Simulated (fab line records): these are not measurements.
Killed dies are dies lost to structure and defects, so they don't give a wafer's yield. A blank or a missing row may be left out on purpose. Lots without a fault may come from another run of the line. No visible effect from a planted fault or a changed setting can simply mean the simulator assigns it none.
3 desks looking at one fault | flow n5 finfet | every desk sees just its own numbers, and what lay behind them comes last

## DESK OF THE TOOL OWNER: rie diel-04
The tool's own readings at N5_SDB_ETCH_25 (etches SiO2 in C4F6/O2, target depth 10 nm, time 3.3 s): means of the sampled wafers that have a number, for each lot that ran on this tool. The brackets show how far a lot's mean lies from the usual mean; more than 4 standard deviations puts the lot out of limits, marked OUT.
Columns: A = drypump motor current A at N5_SDB_ETCH_25, usual 5.9 A; B = oes_ar_750_au at N5_SDB_ETCH_25, usual 0.77 a.u.; C = oes product au at N5_SDB_ETCH_25, usual 0.77 a.u.; D = rf fwd power W at N5_SDB_ETCH_25, usual 342.4 W; E = rf vpp V at N5_SDB_ETCH_25, usual 670 V; F = showerhead plenum p Torr at N5_SDB_ETCH_25, usual 2.80 Torr; G = throttle valve pct at N5_SDB_ETCH_25, usual 21.17 %
lot  | first seen here | A   | B    | C    | D     | E   | F    | G
L871 | day 4 12:02     | 5.9 | 0.73 | 0.73 | 343.2 | 678 | 2.84 | 21.24
L884 | day 7 21:02     | 5.4 | 0.71 | 0.79 | 341.6 | 688 | 2.71 | 21.29
L885 | day 8 00:52     | 5.6 | 0.72 | 0.81 | 343.0 | 688 | 2.72 | 21.47
L886 | day 8 09:39     | 6.0 | 0.77 | 0.84 | 343.0 | 662 | 2.86 | 21.67
This desk's finding: nothing out of limits on any of the 4 lots.

## THE METROLOGY DESK
Lot by lot, what the gauges showed, no matter which tool ran the lot: averages of those sampled wafers that carry a number. The brackets show how far a lot's mean lies from the usual mean; more than 4 standard deviations puts the lot out of limits, marked OUT. Of its 12 readings 7 are shown: those that lie furthest out on some lot.
Columns: A = cd nm at N5_SDB_CD_MEAS_11, usual 50.1 nm; B = DIBL_P at N5_BEOL_M4_RC_MEAS_101, usual 35.3 mV/V; C = ION_N at N5_BEOL_M4_RC_MEAS_101, usual 667 uA/um; D = ION_P at N5_BEOL_M4_RC_MEAS_101, usual 456 uA/um; E = SS_P at N5_BEOL_M4_RC_MEAS_101, usual 73.1 mV/dec; F = VT_N at N5_BEOL_M4_RC_MEAS_101, usual 251 mV; G = VT_P at N5_BEOL_M4_RC_MEAS_101, usual -252 mV
lot  | first seen here | A    | B    | C   | D   | E    | F   | G
L871 | day 4 11:25     | 51.3 | 36.5 | 666 | 456 | 72.8 | 252 | -256
L873 | day 5 04:43     | 51.0 | 34.1 | 668 | 457 | 72.9 | 252 | -254
L884 | day 7 20:23     | 48.5 | 34.8 | 652 | 450 | 73.2 | 252 | -252
L885 | day 8 00:11     | 52.4 | 35.0 | 670 | 457 | 73.2 | 251 | -252
L886 | day 8 09:02     | 48.3 | 36.5 | 664 | 448 | 73.5 | 253 | -254
L889 | day 9 00:43     | 50.9 | 37.2 | 669 | 459 | 73.3 | 250 | -251
L891 | day 9 14:18     | 50.1 | 37.8 | 675 | 450 | 73.8 | 247 | -254
This desk's finding: nothing out of limits on any of the 7 lots.

## THE DEFECT DESK
What the inspections along the route counted, lot by lot: means of the sampled wafers that have a number. The brackets show how far a lot's mean lies from the usual mean; more than 4 standard deviations puts the lot out of limits, marked OUT.
Columns: A = raw defect count at N5_SDB_INSPECT_13, usual 69
lot  | first seen here | A
L871 | day 4 11:29     | 73
L873 | day 5 04:46     | 45
L884 | day 7 20:26     | 55
L885 | day 8 00:14     | 52
L886 | day 8 09:05     | 34
L889 | day 9 00:46     | 60
L891 | day 9 14:21     | 29
This desk's finding: nothing out of limits on any of the 7 lots.

## TAKEN TOGETHER
Nothing out of limits was seen by the tool owner's desk.
The metrology desk saw nothing out of limits.
Nothing out of limits was seen by the defect desk.

## WHAT HAD BEEN PUT IN BY THE SIMULATOR
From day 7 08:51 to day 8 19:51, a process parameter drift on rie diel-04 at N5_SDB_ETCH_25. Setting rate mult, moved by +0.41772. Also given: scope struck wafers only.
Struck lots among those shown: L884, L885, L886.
